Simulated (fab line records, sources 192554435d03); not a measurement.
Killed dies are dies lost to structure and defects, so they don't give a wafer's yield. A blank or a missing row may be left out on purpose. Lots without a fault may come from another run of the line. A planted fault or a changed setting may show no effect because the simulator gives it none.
Chamber matching | flow n5_finfet | N5_BEOL_M14_TRENCH_ETCH_34 on rie_diel-03: 4 sister chambers
The step etches SiO2 in C4F8/O2/Ar, target depth 556.65 nm, time 126.9 s. 4 wafers are shown with their chamber, then 7 later ones without.

WAFERS WITH THEIR CHAMBER
wafer  | chamber | rf_vpp_V (V)
L081.5 | 3       | 2199
L087.3 | 1       | 2223
L089.1 | 0       | 2243
L089.5 | 2       | 2183

WAFERS WITHOUT THEIR CHAMBER
wafer  | rf_vpp_V (V)
L089.6 | 2223
L088.1 | 2243
L088.4 | 2200
L088.5 | 2243
L094.1 | 2198
L094.5 | 2222
L094.6 | 2185

WHICH CHAMBER EACH WENT THROUGH
wafer  | from the rows above | in truth
L089.6 | 1                   | 1
L088.1 | 0                   | 0
L088.4 | 3                   | 3
L088.5 | 0                   | 0
L094.1 | 3                   | 3
L094.5 | 1                   | 1
L094.6 | 2                   | 2
Placed correctly: 7 of 7. Can't be placed from these rows: 0. Placed wrongly: 0.
How it was worked out, from the rows above alone: a wafer's distance from a chamber is the root of the sum, over the readings, of the square of ((its reading less the chamber's mean) divided by the reading's scatter). The wafer belongs to the nearest chamber; if the next one is less than 2 further off, it can't be placed. A chamber's mean is the mean of its shown wafers. The scatter: with one shown wafer a chamber, the root of the mean of the squares of how far each hidden wafer lies from its nearest shown one.
